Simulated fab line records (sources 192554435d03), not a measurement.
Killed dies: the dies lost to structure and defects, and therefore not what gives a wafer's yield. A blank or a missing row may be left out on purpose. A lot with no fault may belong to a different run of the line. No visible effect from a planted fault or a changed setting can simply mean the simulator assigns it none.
fab line records	flow n5-finfet
record lots=11	wafers=33	last-day=18
route steps=1938 shown DUMMY_GATE@214 PASSIVATION@1909
lots that met no fault: taken from a fault-free run of the same line
start-h: start of the lot's first displayed wafer, in hours after the record's first day	wait-h: time in hours since the lot's previous step	" the same as in the row above	L1.1+2: a row that stands for several wafers	- no value present, or no start provided	* or withheld: withheld	< > ~ a bound
route shown NAME@n: names a module that has steps shown in the file, with the first one's number in the route	usual: the fault-free wafers' mean and standard deviation	same: alike in all rows	chamber/n: place in a boat	sites: the reading at each site	_std_site: standard deviation across them	_edge_site: inner sites' mean taken away from outer sites' mean	radius-mm: for every site, how far away it sits from the centre of the wafer	mask NAME#n: copy n	behind: the most recent tool/chamber to have shaped the wafer	hold: what put the lot on hold/how long, in hours/how the hold closed	device: the transistor (n, p or np) that didn't switch	end of line: the tests these same wafers got at the end of their route	a step with no rows: only its recipe	killed: not the wafer's yield, but the dies lost to structure and defects at the first sort	map: dies across one wafer; x = killed, . = not, _ = none there
set.NAME: the setting the step ran with; set.NAME@STEP: the setting that earlier step ran with	model.NAME: the simulator's own value behind a step, which no gauge read
a sample of lots followed through the steps of the route, with each step as a table and each wafer as a row
services: the hour from which a tool's chamber was out of use, counted from the record's first day as start-h (under 0 if before that day), plus the number of hours and why
## steps
# step N5_DUMMY_GATE_ALD_02
# recipe material=SiO2	target-thk-a=20	temp-c=300	ald-precursor-family=BDEAS	ald-co-reactant=O2-plasma	pulse-time-s=1	pressure-torr=2
# usual heater-power-w=463/35	precursor-pulse-height-rel=0.997/0.019
lot.wafer	tool	chamber	start-h	wait-h	heater-power-w	precursor-pulse-height-rel	since-wet-clean-h
L380.2	ald-sin-01	2	43.14	0.0	562	1.005	141
L380.3	"	1	"	"	445	1.004	141
L380.5	"	2	"	"	526	0.999	-
L382.1	ald-sin-01	0	55.83	0.0	452	1.053	153
L382.2	"	1	"	"	430	1.022	153
L382.5	"	1	"	"	428	1.027	-
L383.1	ald-sin-01	2	61.18	0.0	556	1.011	159
L383.4	"	3	"	"	466	1.019	159
L383.6	"	1	"	"	445	0.998	-
L384.2	ald-sin-02	0	69.59	0.2	416	1.010	348
L384.3	"	3	"	"	483	0.971	348
L384.4	"	1	"	"	434	1.016	348
L387.1	ald-sin-03	2	85.67	0.0	465	0.982	274
L387.5	"	2	"	"	437	1.011	-
L387.6	"	3	"	"	466	1.000	-
L392.1	ald-sin-01	0	117.65	0.0	461	1.000	215
L392.4	"	1	"	"	431	1.002	215
L392.5	"	2	"	"	537	0.966	-
L393.1	ald-sin-01	2	121.67	0.1	546	0.996	219
L393.3	"	3	"	"	471	0.972	219
L393.6	"	1	"	"	457	0.993	-
L395.2	ald-sin-01	0	133.14	0.0	462	0.999	231
L395.4	"	2	"	"	561	1.011	231
L395.6	"	0	"	"	462	0.986	-
L396.1	ald-sin-01	1	139.44	0.0	431	1.010	237
L396.5	"	2	"	"	549	0.983	-
L396.6	"	3	"	"	464	1.001	-
L399.2	ald-sin-01	0	157.88	0.0	472	0.985	255
L399.4	"	1	"	"	436	0.992	255
L399.6	"	2	"	"	547	0.973	-
L401.2	ald-sin-03	0	170.41	0.0	467	1.006	358
L401.4	"	2	"	"	471	0.959	358
L401.6	"	3	"	"	477	0.971	-
# step N5_PASSIVATION_AL_ETCH_33
# recipe chemistry=Cl2/BCl3	target-depth-a=28000	over-etch-frac=0.15	Cl2_flow_sccm=180	bcl3-flow-sccm=60	target=Al	stop-on=TaN	time-s=466.7	ion-energy-ev=100	pressure-mtorr=10	icp-w=900	bias-w=100
# usual bcl3-flow-sccm=60.04/0.17	drypump-motor-current-A=5.5/0.37	oes-product-au=0.71/0.07	throttle-valve-pct=34.25/0.28
lot.wafer	tool	chamber	start-h	wait-h	bcl3-flow-sccm	drypump-motor-current-A	oes-product-au	rf-hours-counter-h	throttle-valve-pct
L380.2	rie-metal-01	0	294.39	0.1	60.17	5.9	0.69	49	33.63
L380.3	"	0	"	"	59.96	5.9	0.69	-	33.64
L380.5	"	1	"	"	59.83	5.8	0.60	-	34.13
L383.1	rie-metal-03	1	310.38	0.1	59.92	4.9	0.77	21	34.52
L383.4	"	0	"	"	60.10	6.0	0.63	-	34.36
L383.6	"	1	"	"	60.14	4.9	0.77	-	34.52
L382.1	rie-metal-02	1	310.62	0.1	59.78	5.5	0.74	21	34.44
L382.2	"	0	"	"	60.08	5.2	0.78	12	34.31
L382.5	"	1	"	"	59.97	5.5	0.74	-	34.42
L387.1	rie-metal-01	0	326.96	0.1	60.17	5.9	0.68	52	33.62
L387.5	"	1	"	"	59.80	5.9	0.60	-	34.11
L387.6	"	0	"	"	59.81	5.9	0.67	-	33.65
L384.2	rie-metal-02	1	332.71	0.1	60.17	5.5	0.75	24	34.37
L384.3	"	0	"	"	60.19	5.2	0.78	-	34.28
L384.4	"	1	"	"	59.88	5.5	0.75	-	34.37
L395.2	rie-metal-01	0	361.76	0.2	59.88	5.9	0.67	-	33.64
L395.4	"	0	"	"	59.86	5.9	0.66	-	33.69
L395.6	"	0	"	"	60.02	5.9	0.67	-	33.68
L392.1	rie-metal-02	0	366.88	0.1	59.96	5.2	0.75	18	34.35
L392.4	"	1	"	"	60.09	5.5	0.72	-	34.43
L392.5	"	1	"	"	60.01	5.5	0.73	-	34.42
L393.1	rie-metal-02	1	381.53	0.1	60.06	5.5	0.72	29	34.40
L393.3	"	0	"	"	59.93	5.2	0.75	-	34.32
L393.6	"	0	"	"	59.94	5.2	0.76	-	34.30
L396.1	rie-metal-03	1	393.04	0.1	59.99	4.9	0.74	28	34.55
L396.5	"	1	"	"	60.04	4.9	0.74	-	34.57
L396.6	"	0	"	"	59.97	6.0	0.61	-	34.39
L399.2	rie-metal-03	1	404.52	0.1	60.09	4.9	0.74	28	34.55
L399.4	"	1	"	"	60.15	4.9	0.74	-	34.56
L399.6	"	0	"	"	59.81	6.0	0.61	-	34.38
L401.2	rie-metal-01	0	419.71	0.1	59.69	5.9	0.65	61	33.68
L401.4	"	0	"	"	59.97	5.9	0.66	-	33.65
L401.6	"	0	"	"	59.75	5.9	0.66	-	33.65
# step N5_PASSIVATION_OVL_MEAS_66
# recipe points-per-wafer=44
# usual PASS_OPEN_OVL=2/5.3
# same points-per-wafer=44
lot.wafer	tool	chamber	start-h	wait-h	PASS_OPEN_OVL[nm]
L380.2	overlay-02	0	295.99	0.0	9
L380.3	"	0	"	"	-1
L380.5	"	0	"	"	4
L383.1	overlay-02	0	311.97	0.0	7
L383.4	"	0	"	"	-6
L383.6	"	0	"	"	3
L382.1	overlay-01	0	312.45	0.0	2
L382.2	"	0	"	"	-6
L382.5	"	0	"	"	-2
L387.1	overlay-02	0	328.80	0.0	0
L387.5	"	0	"	"	3
L387.6	"	0	"	"	0
L384.2	overlay-01	0	334.30	0.0	-9
L384.3	"	0	"	"	-3
L384.4	"	0	"	"	4
L395.2	overlay-01	0	363.71	0.0	2
L395.4	"	0	"	"	4
L395.6	"	0	"	"	4
L392.1	overlay-01	0	369.03	0.0	-4
L392.4	"	0	"	"	6
L392.5	"	0	"	"	6
L393.1	overlay-01	0	383.26	0.0	-6
L393.3	"	0	"	"	-5
L393.6	"	0	"	"	-5
L396.1	overlay-02	0	394.64	0.0	-4
L396.5	"	0	"	"	-6
L396.6	"	0	"	"	-4
L399.2	overlay-01	0	406.25	0.0	4
L399.4	"	0	"	"	-2
L399.6	"	0	"	"	2
L401.2	overlay-02	0	422.07	0.0	5
L401.4	"	0	"	"	4
L401.6	"	0	"	"	4
# step N5_PASSIVATION_STRIP_48
# recipe chemistry=O2	power-w=600	temp-c=60	pressure-mtorr=30	rf-frequency-hz=6e+07	bias-power-w=0	overash-fraction=0.5	o2-flow-sccm=225
# usual drypump-motor-current-A=5.9/0.53	oes-product-au=0.81/0.091	rf-vpp-V=3.6/2.5	showerhead-plenum-p-Torr=2.14/0.078	throttle-valve-pct=16.57/0.29
lot.wafer	tool	chamber	start-h	wait-h	drypump-motor-current-A	oes-product-au	rf-hours-counter-h	rf-vpp-V	showerhead-plenum-p-Torr	throttle-valve-pct
L380.2	rie-diel-02	3	296.65	0.1	6.0	0.85	70	3.9	2.23	16.80
L380.3	"	2	"	"	5.7	0.76	126	5.4	2.09	16.65
L380.5	"	1	"	"	6.5	0.85	-	4.4	2.21	16.29
L383.1	rie-diel-05	3	312.58	0.1	6.2	0.90	25	5.0	2.25	16.40
L383.4	"	3	"	"	6.2	0.90	-	1.3	2.25	16.34
L383.6	"	2	"	"	5.6	0.70	-	6.3	2.15	16.93
L382.1	rie-diel-02	1	313.14	0.1	6.5	0.85	67	1.4	2.20	16.32
L382.2	"	0	"	"	6.2	0.66	250	5.0	2.14	16.45
L382.5	"	2	"	"	5.7	0.77	-	1.1	2.10	16.64
L387.1	rie-diel-01	0	329.41	0.1	6.8	0.66	222	1.5	2.07	16.83
L387.5	"	3	"	"	5.1	0.78	-	5.2	2.01	16.27
L387.6	"	0	"	"	6.8	0.69	-	4.5	2.07	16.90
L384.2	rie-diel-01	0	335.10	0.1	6.8	0.69	224	0.5	2.07	16.88
L384.3	"	3	"	"	5.1	0.78	107	2.2	2.01	16.40
L384.4	"	2	"	"	4.9	0.65	245	5.0	1.98	16.76
L395.2	rie-diel-01	3	364.32	0.1	5.1	0.77	114	2.5	2.00	16.28
L395.4	"	1	"	"	6.1	0.75	-	6.2	2.19	16.81
L395.6	"	0	"	"	6.8	0.65	-	1.2	2.06	16.80
L392.1	rie-diel-01	0	369.68	0.1	6.8	0.66	242	7.1	2.06	16.91
L392.4	"	0	"	"	6.7	0.69	-	0.3	2.06	16.93
L392.5	"	3	"	"	5.1	0.76	-	0	2.00	16.41
L393.1	rie-diel-01	0	383.91	0.1	6.8	0.64	248	0.2	2.06	16.93
L393.3	"	3	"	"	5.1	0.75	124	0	2.00	16.40
L393.6	"	0	"	"	6.8	0.69	-	3.6	2.06	16.86
L396.1	rie-diel-05	0	395.25	0.1	5.6	0.89	66	1.7	2.14	16.72
L396.5	"	3	"	"	6.2	0.87	-	5.0	2.24	16.51
L396.6	"	2	"	"	5.5	0.93	-	5.5	2.15	16.53
L399.2	rie-diel-02	0	407.00	0.1	6.2	0.89	20	5.4	2.13	16.08
L399.4	"	1	"	"	6.5	0.80	100	3.9	2.19	16.35
L399.6	"	0	"	"	6.2	0.91	-	5.9	2.13	15.97
L401.2	rie-diel-05	1	424.53	0.1	6.5	0.88	30	5.4	2.03	16.00
L401.4	"	3	"	"	6.2	0.85	68	4.6	2.23	16.39
L401.6	"	3	"	"	6.1	0.87	-	2.7	2.24	16.51
# step N5_PASSIVATION_PROBE_49
# usual defect-limited-yield=91.2/1.5	killed_at_M0_to_M3=33/9.6	killed_at_M4_up=14/5.6	killed-at-contacts=14/5.5	killed-at-front-end=40/13	killed-at-other=4/3	killed-dies=104/17	killed-on-rim=14/4.3	killed-open=68/13	killed-short=33/7.2	sort_bin_5_function=5.2/0.95	sort_bin_6_memory=3.3/0.62	sort-n-pass=1076/17	sort-yield-pct=91.2/1.5
# same gross-dies=1180	killed-at-back-side=0	sort_bin_4_leakage[%]=0	sort_bin_8_speed[%]=0
lot.wafer	tool	chamber	start-h	wait-h	defect-limited-yield[%]	killed_at_M0_to_M3	killed_at_M4_up	killed-at-contacts	killed-at-front-end	killed-at-other	killed-dies	killed-on-rim	killed-open	killed-short	sort_bin_5_function[%]	sort_bin_6_memory[%]	sort-n-pass	sort-yield-pct[%]
L380.2	prober-02	-	299.19	0.1	93.0	24	10	20	23	6	83	9	58	20	4.0	2.8	1097	93.0
L380.3	prober-02	-	299.24	0.1	93.3	27	17	10	23	2	79	10	55	21	4.3	1.9	1101	93.3
L380.5	prober-02	-	299.34	0.2	93.0	29	8	15	29	2	83	14	54	29	4.3	2.4	1097	93.0
L383.1	prober-01	-	315.08	0.0	91.1	24	17	5	57	2	105	10	73	28	5.3	3.2	1075	91.1
L383.4	prober-01	-	315.23	0.2	88.8	40	17	16	57	2	132	18	87	41	7.6	3.2	1048	88.8
L383.6	prober-01	-	315.33	0.3	88.5	63	19	5	47	2	136	16	99	30	6.4	4.3	1044	88.5
L382.1	prober-02	-	315.63	0.0	91.0	43	9	9	39	6	106	10	70	36	5.3	3.5	1074	91.0
L382.2	prober-02	-	315.68	0.1	91.8	27	15	13	34	8	97	9	68	29	5.1	2.7	1083	91.8
L382.5	prober-02	-	315.83	0.2	91.4	33	10	15	34	10	102	17	66	36	5.3	3.1	1078	91.4
L387.1	prober-02	-	331.90	0.0	91.5	41	18	7	34	0	100	11	68	30	5.2	3.1	1080	91.5
L387.5	prober-02	-	332.10	0.2	92.8	23	10	13	37	2	85	13	48	33	4.2	2.8	1095	92.8
L387.6	prober-02	-	332.15	0.3	89.8	54	21	8	35	2	120	10	73	44	5.9	3.6	1060	89.8
L384.2	prober-01	-	337.64	0.1	92.2	18	16	24	32	2	92	14	66	25	4.9	2.7	1088	92.2
L384.3	prober-01	-	337.69	0.1	90.4	29	17	24	36	7	113	12	72	38	5.3	3.6	1067	90.4
L384.4	prober-01	-	337.74	0.2	89.3	33	11	25	44	13	126	16	82	42	6.2	4.1	1054	89.3
L395.2	prober-02	-	366.86	0.1	86.7	23	10	16	105	3	157	25	59	17	8.3	3.2	1023	86.7
L395.4	prober-02	-	366.96	0.2	84.2	29	11	8	133	6	187	29	53	39	9.2	4.6	993	84.2
L395.6	prober-02	-	367.06	0.3	87.6	14	12	13	105	2	146	27	38	27	6.9	3.3	1034	87.6
L392.1	prober-01	-	372.57	0.0	90.7	36	8	11	47	8	110	15	68	36	5.6	3.1	1070	90.7
L392.4	prober-01	-	372.72	0.2	91.0	19	11	13	54	9	106	19	62	38	5.3	3.3	1074	91.0
L392.5	prober-01	-	372.77	0.2	90.7	24	9	13	50	14	110	15	69	31	5.3	3.5	1070	90.7
L393.1	prober-02	-	386.41	0.0	91.6	31	8	17	41	2	99	14	59	38	5.0	2.9	1081	91.6
L393.3	prober-02	-	386.51	0.1	93.3	18	9	13	36	3	79	17	49	23	3.6	2.5	1101	93.3
L393.6	prober-02	-	386.66	0.3	91.9	31	11	8	39	6	95	13	63	32	4.2	3.4	1085	91.9
L396.1	prober-02	-	397.74	0.0	84.7	30	25	9	109	7	180	27	94	41	9.2	4.4	1000	84.7
L396.5	prober-02	-	397.94	0.2	82.5	32	25	4	141	5	207	35	69	47	10.7	3.7	973	82.5
L396.6	prober-02	-	397.99	0.3	82.9	38	10	5	148	1	202	21	63	27	11.1	3.6	978	82.9
L399.2	prober-02	-	409.54	0.1	84.2	41	3	13	127	2	186	28	69	28	9.0	4.6	994	84.2
L399.4	prober-02	-	409.64	0.2	84.2	51	16	15	105	0	187	34	101	40	9.2	5.3	993	84.2
L399.6	prober-02	-	409.74	0.3	83.9	30	11	13	134	2	190	26	61	29	9.6	4.4	990	83.9
L401.2	prober-01	-	427.08	0.1	92.8	21	22	9	30	3	85	9	61	22	4.1	2.9	1095	92.8
L401.4	prober-01	-	427.18	0.2	89.6	30	10	10	73	0	123	18	85	31	6.2	3.7	1057	89.6
L401.6	prober-01	-	427.28	0.3	88.8	30	8	17	72	5	132	16	84	43	6.8	3.6	1048	88.8
# killed by level:class
L380.2 MOL_CONTACT_COAG:geometric-particle:open=13 BEOL_M3:geometric-particle:open=10 STI_FIN_REVEAL:geometric-particle:open=7 MOL_CONTACT_COAG:geometric-particle:short=5 BEOL_M0_SAQP:geometric-particle:open=4 BEOL_M4:geometric-particle:open=3 SPACER0:geometric-particle:open=3 GATE_CUT:geometric-particle:short=3
L380.3 BEOL_M0_SAQP:geometric-particle:open=8 BEOL_M3:geometric-particle:open=7 MOL_CONTACT_COAG:geometric-particle:open=7 BEOL_M4:geometric-particle:open=6 BEOL_M1:geometric-particle:open=4 STI_FIN_REVEAL:geometric-particle:open=3 DUMMY_GATE:geometric-particle:short=3 SDB:geometric-particle:short=3
L380.5 MOL_CONTACT_COAG:geometric-particle:open=12 BEOL_M0_SAQP:geometric-particle:open=9 DUMMY_GATE:geometric-particle:open=8 BEOL_M2:geometric-particle:open=6 BEOL_M0_SAQP:geometric-particle:short=6 BEOL_M8:geometric-particle:open=4 FIN_SAQP:geometric-particle:open=3 DUMMY_GATE:geometric-particle:short=3
L383.1 STI_FIN_REVEAL:geometric-particle:open=16 BEOL_M4:geometric-particle:open=10 DUMMY_GATE:geometric-particle:open=8 FIN_SAQP:geometric-particle:open=7 BEOL_M0_SAQP:geometric-particle:open=6 STARTING-WAFER:geometric-particle:open=6 STI_FIN_REVEAL:geometric-particle:short=5 BEOL_M1:geometric-particle:open=5
L383.4 FIN_SAQP:geometric-particle:open=17 BEOL_M2:geometric-particle:open=15 FIN_SAQP:geometric-particle:short=12 MOL_CONTACT_COAG:geometric-particle:open=11 STI_FIN_REVEAL:geometric-particle:open=9 BEOL_M0_SAQP:geometric-particle:short=9 BEOL_M4:geometric-particle:open=7 BEOL_M0_SAQP:geometric-particle:open=6
L383.6 STI_FIN_REVEAL:geometric-particle:open=17 BEOL_M1:geometric-particle:open=16 FIN_SAQP:geometric-particle:open=11 BEOL_M0_SAQP:geometric-particle:short=11 BEOL_M0_SAQP:geometric-particle:open=11 BEOL_M4:geometric-particle:open=10 BEOL_M2:geometric-particle:open=10 BEOL_M3:geometric-particle:open=6
L382.1 FIN_SAQP:geometric-particle:open=12 BEOL_M2:geometric-particle:open=11 FIN_SAQP:geometric-particle:short=7 MOL_CONTACT_COAG:geometric-particle:open=7 BEOL_M3:geometric-particle:open=7 DUMMY_GATE:geometric-particle:open=6 BEOL_M0_SAQP:geometric-particle:open=6 BEOL_M0:geometric-particle:open=4
L382.2 MOL_CONTACT_COAG:geometric-particle:open=12 BEOL_M4:geometric-particle:open=10 FIN_SAQP:geometric-particle:short=9 FIN_SAQP:geometric-particle:open=7 DUMMY_GATE:geometric-particle:open=7 BEOL_M3:geometric-particle:open=7 STI_FIN_REVEAL:geometric-particle:open=5 BEOL_M3:geometric-particle:short=5
L382.5 BEOL_M0_SAQP:geometric-particle:open=12 FIN_SAQP:geometric-particle:short=11 FIN_SAQP:geometric-particle:open=10 MOL_CONTACT_COAG:geometric-particle:open=10 BEOL_M0_SAQP:geometric-particle:short=7 PASS1_CAP:geometric-particle:open=7 MOL_CONTACT_COAG:geometric-particle:short=5 BEOL_M3:geometric-particle:open=5
L387.1 BEOL_M2:geometric-particle:open=12 STI_FIN_REVEAL:geometric-particle:open=9 BEOL_M4:geometric-particle:open=8 FIN_SAQP:geometric-particle:short=7 BEOL_M1:geometric-particle:open=7 MOL_CONTACT_COAG:geometric-particle:open=6 BEOL_M0_SAQP:geometric-particle:short=6 ILD0:geometric-particle:short=5
L387.5 FIN_SAQP:geometric-particle:short=13 MOL_CONTACT_COAG:geometric-particle:open=12 BEOL_M0:geometric-particle:open=5 FIN_SAQP:geometric-particle:open=4 BEOL_M2:geometric-particle:short=4 STI_FIN_REVEAL:geometric-particle:open=4 ILD0:geometric-particle:short=4 BEOL_M0_SAQP:geometric-particle:short=4
L387.6 BEOL_M2:geometric-particle:open=14 BEOL_M0_SAQP:geometric-particle:short=13 BEOL_M0_SAQP:geometric-particle:open=10 FIN_SAQP:geometric-particle:short=9 BEOL_M3:geometric-particle:open=7 BEOL_M4:geometric-particle:open=7 BEOL_M2:geometric-particle:short=6 ILD0:geometric-particle:short=5
L384.2 MOL_CONTACT_COAG:geometric-particle:open=19 STI_FIN_REVEAL:geometric-particle:open=13 FIN_SAQP:geometric-particle:open=7 BEOL_M4:geometric-particle:open=7 MOL_CONTACT_COAG:geometric-particle:short=5 BEOL_M5:geometric-particle:open=5 GATE_CUT:geometric-particle:short=3 BEOL_M0_SAQP:geometric-particle:short=3
L384.3 MOL_CONTACT_COAG:geometric-particle:open=19 FIN_SAQP:geometric-particle:open=9 FIN_SAQP:geometric-particle:short=7 BEOL_M0_SAQP:geometric-particle:short=6 BEOL_M3:geometric-particle:open=6 DUMMY_GATE:geometric-particle:open=5 MOL_CONTACT_COAG:geometric-particle:short=5 BEOL_M0_SAQP:geometric-particle:open=5
L384.4 MOL_CONTACT_COAG:geometric-particle:open=20 STI_FIN_REVEAL:geometric-particle:open=16 BEOL_M0_SAQP:geometric-particle:open=10 FIN_SAQP:geometric-particle:open=5 FIN_SAQP:geometric-particle:short=5 MOL_CONTACT_COAG:geometric-particle:short=5 BEOL_M1:geometric-particle:short=5 BEOL_M3:geometric-particle:open=5
L395.2 DUMMY_GATE:unspecified=80 MOL_CONTACT_COAG:geometric-particle:open=16 STI_FIN_REVEAL:geometric-particle:open=8 BEOL_M0_SAQP:geometric-particle:short=5 BEOL_M0_SAQP:geometric-particle:open=5 BEOL_M3:geometric-particle:open=5 BEOL_M2:geometric-particle:open=4 FIN_SAQP:geometric-particle:open=3
L395.4 DUMMY_GATE:unspecified=93 BEOL_M0_SAQP:geometric-particle:short=14 FIN_SAQP:geometric-particle:open=7 BEOL_M0_SAQP:geometric-particle:open=7 GATE_CUT:geometric-particle:open=6 BEOL_M4:geometric-particle:open=6 FIN_SAQP:geometric-particle:short=5 MOL_CONTACT_COAG:geometric-particle:open=5
L395.6 DUMMY_GATE:unspecified=79 MOL_CONTACT_COAG:geometric-particle:open=10 GATE_CUT:geometric-particle:short=5 DUMMY_GATE:geometric-particle:open=4 BEOL_M10:geometric-particle:open=4 FIN_SAQP:geometric-particle:short=3 GATE_CUT:geometric-particle:open=3 BEOL_M4:geometric-particle:open=3
L392.1 FIN_SAQP:geometric-particle:open=13 BEOL_M0_SAQP:geometric-particle:open=13 FIN_SAQP:geometric-particle:short=10 STI_FIN_REVEAL:geometric-particle:open=9 BEOL_M0_SAQP:geometric-particle:short=9 MOL_CONTACT_COAG:geometric-particle:open=8 BEOL_M2:geometric-particle:open=6 PASS1_DEP:geometric-particle:open=4
L392.4 STI_FIN_REVEAL:geometric-particle:open=11 FIN_SAQP:geometric-particle:open=10 MOL_CONTACT_COAG:geometric-particle:open=9 FIN_SAQP:geometric-particle:short=6 ILD0:geometric-particle:short=6 GATE_CUT:geometric-particle:open=6 BEOL_M2:geometric-particle:open=6 BEOL_M0_SAQP:geometric-particle:open=4
L392.5 STI_FIN_REVEAL:geometric-particle:open=18 MOL_CONTACT_COAG:geometric-particle:open=13 FIN_SAQP:geometric-particle:short=8 FIN_SAQP:geometric-particle:open=6 BEOL_M3:geometric-particle:open=6 STARTING-WAFER:geometric-particle:short=5 BEOL_M2:geometric-particle:open=4 PASS1_CAP:geometric-particle:short=4
L393.1 FIN_SAQP:geometric-particle:open=12 MOL_CONTACT_COAG:geometric-particle:open=9 FIN_SAQP:geometric-particle:short=8 STI_FIN_REVEAL:geometric-particle:open=7 MOL_CONTACT_COAG:geometric-particle:short=7 BEOL_M2:geometric-particle:open=7 BEOL_M2:geometric-particle:short=6 BEOL_M3:geometric-particle:open=6
L393.3 MOL_CONTACT_COAG:geometric-particle:open=13 FIN_SAQP:geometric-particle:open=6 HKMG_FIN:area-etch=6 FIN_SAQP:geometric-particle:short=5 STI_FIN_REVEAL:geometric-particle:open=4 BEOL_M3:geometric-particle:short=4 DUMMY_GATE:geometric-particle:open=4 BEOL_M4:geometric-particle:open=4
L393.6 FIN_SAQP:geometric-particle:open=11 BEOL_M1:geometric-particle:open=8 STI_FIN_REVEAL:geometric-particle:open=7 MOL_CONTACT_COAG:geometric-particle:open=7 FIN_SAQP:geometric-particle:short=6 BEOL_M2:geometric-particle:open=6 BEOL_M4:geometric-particle:open=6 GATE_CUT:geometric-particle:short=4
L396.1 DUMMY_GATE:unspecified=43 STI_FIN_REVEAL:geometric-particle:open=18 FIN_SAQP:geometric-particle:open=14 BEOL_M4:geometric-particle:open=12 DUMMY_GATE:geometric-particle:open=8 BEOL_M0_SAQP:geometric-particle:open=8 FIN_SAQP:geometric-particle:short=7 GATE_CUT:geometric-particle:open=7
L396.5 DUMMY_GATE:unspecified=88 FIN_SAQP:geometric-particle:open=19 FIN_SAQP:geometric-particle:short=16 BEOL_M4:geometric-particle:open=12 BEOL_M0_SAQP:geometric-particle:short=7 BEOL_M1:geometric-particle:open=6 BEOL_M4:geometric-particle:short=5 BEOL_M2:geometric-particle:open=5
L396.6 DUMMY_GATE:unspecified=111 FIN_SAQP:geometric-particle:open=12 BEOL_M0_SAQP:geometric-particle:short=12 BEOL_M0_SAQP:geometric-particle:open=7 BEOL_M2:geometric-particle:open=7 BEOL_M4:geometric-particle:open=7 STI_FIN_REVEAL:geometric-particle:open=6 GATE_CUT:geometric-particle:short=4
L399.2 DUMMY_GATE:unspecified=84 STI_FIN_REVEAL:geometric-particle:open=18 MOL_CONTACT_COAG:geometric-particle:open=12 BEOL_M3:geometric-particle:open=9 BEOL_M0_SAQP:geometric-particle:open=7 BEOL_M2:geometric-particle:open=6 BEOL_M0_SAQP:geometric-particle:short=6 BEOL_M3:geometric-particle:short=5
L399.4 DUMMY_GATE:unspecified=44 STI_FIN_REVEAL:geometric-particle:open=33 MOL_CONTACT_COAG:geometric-particle:open=13 BEOL_M2:geometric-particle:open=12 BEOL_M3:geometric-particle:open=11 BEOL_M0_SAQP:geometric-particle:short=10 FIN_SAQP:geometric-particle:open=8 STI_FIN_REVEAL:geometric-particle:short=7
L399.6 DUMMY_GATE:unspecified=98 MOL_CONTACT_COAG:geometric-particle:open=10 STI_FIN_REVEAL:geometric-particle:open=8 BEOL_M3:geometric-particle:open=8 FIN_SAQP:geometric-particle:open=7 BEOL_M2:geometric-particle:open=6 BEOL_M4:geometric-particle:open=6 STI_FIN_REVEAL:geometric-particle:short=5
L401.2 FIN_SAQP:geometric-particle:open=9 BEOL_M5:geometric-particle:open=8 MOL_CONTACT_COAG:geometric-particle:open=7 BEOL_M4:geometric-particle:open=7 BEOL_M0_SAQP:geometric-particle:open=6 BEOL_M3:geometric-particle:open=6 FIN_SAQP:geometric-particle:short=5 GATE_CUT:geometric-particle:short=4
L401.4 FIN_SAQP:geometric-particle:open=36 FIN_SAQP:geometric-particle:short=15 BEOL_M2:geometric-particle:open=12 MOL_CONTACT_COAG:geometric-particle:open=7 BEOL_M0_SAQP:geometric-particle:open=6 BEOL_M4:geometric-particle:open=6 BEOL_M3:geometric-particle:open=5 HKMG_FIN:area-etch=4
L401.6 FIN_SAQP:geometric-particle:open=29 FIN_SAQP:geometric-particle:short=18 MOL_CONTACT_COAG:geometric-particle:open=14 STI_FIN_REVEAL:geometric-particle:open=9 BEOL_M3:geometric-particle:open=7 BEOL_M0_SAQP:geometric-particle:open=6 STI_FIN_REVEAL:geometric-particle:short=3 GATE_CUT:geometric-particle:short=3
## services
tool	chamber	start-h	hours	kind
rie-diel-02	0	44.15	1.3	repair
rie-diel-02	-	44.53	0.1	repair
ald-sin-01	2	47.66	1.4	repair
rie-diel-02	1	54.43	23.6	repair
ald-sin-01	1	62.26	4.0	repair
rie-diel-02	1	90.78	3.3	repair
rie-diel-05	2	107.24	8.5	repair
rie-diel-01	3	165.61	6.2	repair
rie-metal-02	1	198.71	15.0	repair
rie-diel-01	1	200.33	1.6	repair
ald-sin-01	-	234.57	1.6	repair
rie-metal-01	-	241.19	2.8	pm
rie-diel-05	2	248.35	14.3	repair
rie-diel-01	2	252.54	8.2	repair
ald-sin-01	1	260.23	6.8	repair
ald-sin-01	-	269.90	14.0	pm
rie-diel-02	2	306.72	4.8	repair
rie-diel-02	3	317.48	4.5	repair
rie-diel-02	3	329.20	11.3	repair
ald-sin-01	2	331.31	11.8	repair
rie-diel-02	2	332.84	7.0	repair
rie-metal-03	0	338.21	3.2	repair
rie-diel-01	3	344.13	12.7	repair
rie-diel-02	0	379.82	4.5	repair
## key
first-sign step=N5_PASSIVATION_PROBE_49	reading=killed-at-front-end	direction=up	sigmas=6.5	usual=40	struck=123
effect step=N5_PASSIVATION_PROBE_49	reading=defect-limited-yield	direction=down	sigmas=4.6	usual=91.2	struck=84.5
more-kills-born-at N5_DUMMY_GATE_ALD_02@ald-sin-01=718
met-at N5_DUMMY_GATE_ALD_02
struck-lots L395,L396,L399
not-acting-at N5_PASSIVATION_AL_ETCH_33,N5_PASSIVATION_OVL_MEAS_66,N5_PASSIVATION_STRIP_48
onset-between 121.67 133.14
fault kind=chamber-particle-source	tool=ald-sin-01	chamber=-	onset-h=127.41	steps=N5_DUMMY_GATE_ALD_02	rate-per-visit-cm2=0.98994	end-h=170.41
